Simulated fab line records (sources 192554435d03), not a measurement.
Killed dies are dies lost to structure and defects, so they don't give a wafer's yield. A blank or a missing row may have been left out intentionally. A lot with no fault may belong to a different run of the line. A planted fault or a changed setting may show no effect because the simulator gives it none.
The same fault as seen by 2 desks / flow n5-finfet / every desk sees just its own numbers, and what lay behind them comes last

== AT THE METROLOGY DESK ==
Means of the sampled wafers that have a number, per lot and without regard to the tool the lot ran on: this is what the gauges read. Any lot whose mean is over 4 standard deviations away from the usual mean is out of limits and marked OUT; that distance is given in the brackets. Readings shown: 7 of its 11, picked as those furthest out on some lot.
Columns: A = thk-nm at N5_SD_EPI_N_EPI_MEAS_23, usual 59.1 nm; B = DIBL_N at N5_BEOL_M4_RC_MEAS_101, usual 36.3 mV/V; C = IOFF_N at N5_BEOL_M4_RC_MEAS_101, usual 0.16 nA/um; D = ION_N at N5_BEOL_M4_RC_MEAS_101, usual 675 uA/um; E = ION_P at N5_BEOL_M4_RC_MEAS_101, usual 464 uA/um; F = SS_N at N5_BEOL_M4_RC_MEAS_101, usual 71.5 mV/dec; G = VT_N at N5_BEOL_M4_RC_MEAS_101, usual 250 mV
lot=L691; first seen here=day 3 14:43; A=58.2; B=35.3; C=0.14; D=661; E=458; F=71.1; G=251
lot=L695; first seen here=day 4 09:52; A=58.6; B=34.0; C=0.14; D=673; E=473; F=71.2; G=249
lot=L699; first seen here=day 5 10:13; A=59.6; B=33.8; C=0.14; D=656; E=449; F=71.4; G=253
lot=L702; first seen here=day 6 14:16; A=61.1; B=35.9; C=0.17; D=682; E=469; F=71.5; G=247
lot=L703; first seen here=day 6 18:27; A=58.7; B=37.3; C=0.17; D=674; E=466; F=71.9; G=252
lot=L704; first seen here=day 6 20:17; A=58.3; B=37.1; C=0.16; D=681; E=465; F=72.3; G=250
lot=L706; first seen here=day 7 05:11; A=59.4; B=37.2; C=0.17; D=692; E=477; F=71.5; G=248
lot=L708; first seen here=day 7 15:46; A=60.4; B=39.3; C=0.20; D=697; E=471; F=72.1; G=246
lot=L710; first seen here=day 8 06:41; A=60.8; B=36.0; C=0.16; D=686; E=462; F=71.5; G=247
lot=L712; first seen here=day 8 17:53; A=59.9; B=35.5; C=0.14; D=675; E=466; F=72.0; G=252
This desk's finding: nothing out of limits on any of the 10 lots.

== THE TOOL OWNER'S DESK: litho-track-01 ==
The tool's own readings at N5_SD_EPI_P_COAT_34 (time 60 s, resist thk 350 nm): means of the sampled wafers that have a number, for each lot that ran on this tool. Any lot whose mean is over 4 standard deviations away from the usual mean is out of limits and marked OUT; that distance is given in the brackets.
Columns: A = resist-line-temp-C at N5_SD_EPI_P_COAT_34, usual 23.02 C; B = spin-speed-rpm at N5_SD_EPI_P_COAT_34, usual 1499.9 rpm
lot=L691; first seen here=day 3 15:19; A=22.99; B=1500.5
lot=L699; first seen here=day 5 11:15; A=23.13; B=1500.7
lot=L702; first seen here=day 6 14:59; A=23.03; B=1459.6 (-45) OUT
lot=L704; first seen here=day 6 20:52; A=22.97; B=1459.2 (-46) OUT
Finding of this desk: L702, L704 out of limits; the first was L702 at day 6 14:59, on spin-speed-rpm at N5_SD_EPI_P_COAT_34. In limits: L691, L699.

== PUT TOGETHER ==
The tool owner's desk had the chance to raise an alarm at day 6 14:59 on L702, L704.
From the metrology desk's view, nothing was out of limits.
The metrology desk has L702, L704 on record, within its limits.
N5_SD_EPI_P_COAT_34 was run on litho-track-01 by each of the lots named.

== WHAT WAS PUT IN BY THE SIMULATOR ==
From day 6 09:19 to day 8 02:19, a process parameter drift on litho-track-01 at N5_SD_EPI_P_COAT_34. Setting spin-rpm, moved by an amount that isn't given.
Shown lots that were struck: L702, L704.
How many hours passed from the start of the fault until each desk's first out-of-limits reading: the tool owner's desk, 6.
